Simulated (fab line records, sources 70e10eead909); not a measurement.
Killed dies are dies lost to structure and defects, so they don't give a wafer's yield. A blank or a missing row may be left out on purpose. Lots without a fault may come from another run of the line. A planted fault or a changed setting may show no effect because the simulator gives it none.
Chamber matching | flow nand_harc | NHARC_A_CHANNEL_HOLE_D1_ETCH_44 on rie_diel-10: 4 sister chambers
The step etches the open film in CF4/O2, target depth 140 nm, overetch 14 nm, time 77 s. 8 wafers are shown with their chamber, then 7 later ones without.

WAFERS WITH THEIR CHAMBER
wafer  | chamber | drypump_motor_current_A (A) | showerhead_plenum_p_Torr (Torr)
L294.5 | 1       | 5.6                         | 1.30
L302.1 | 0       | 6.1                         | 1.35
L302.2 | 1       | 5.6                         | 1.29
L304.1 | 3       | 6.3                         | 1.29
L304.4 | 2       | 5.0                         | 1.28
L303.1 | 0       | 6.0                         | 1.35
L303.4 | 2       | 4.9                         | 1.28
L305.4 | 3       | 6.3                         | 1.29

WAFERS WITHOUT THEIR CHAMBER
wafer  | drypump_motor_current_A (A) | showerhead_plenum_p_Torr (Torr)
L305.6 | 6.3                         | 1.29
L311.2 | 5.6                         | 1.29
L311.4 | 6.3                         | 1.29
L311.5 | 6.4                         | 1.29
L313.2 | 5.6                         | 1.29
L313.3 | 6.0                         | 1.35
L313.6 | 4.9                         | 1.28

WHICH CHAMBER EACH WENT THROUGH
wafer  | from the rows above | in truth
L305.6 | 3                   | 3
L311.2 | 1                   | 1
L311.4 | 3                   | 3
L311.5 | 3                   | 3
L313.2 | 1                   | 1
L313.3 | 0                   | 0
L313.6 | 2                   | 2
Placed correctly: 7 of 7. Can't be placed from these rows: 0. Placed wrongly: 0.
How it was worked out, from the rows above alone: a wafer's distance from a chamber is the root of the sum, over the readings, of the square of ((its reading less the chamber's mean) divided by the reading's scatter). The wafer belongs to the nearest chamber; if the next one is less than 2 further off, it can't be placed. A chamber's mean is the mean of its shown wafers. The scatter: the root of (the sum of the squares of (reading less its chamber's mean) over the shown wafers, divided by (wafers less chambers)).
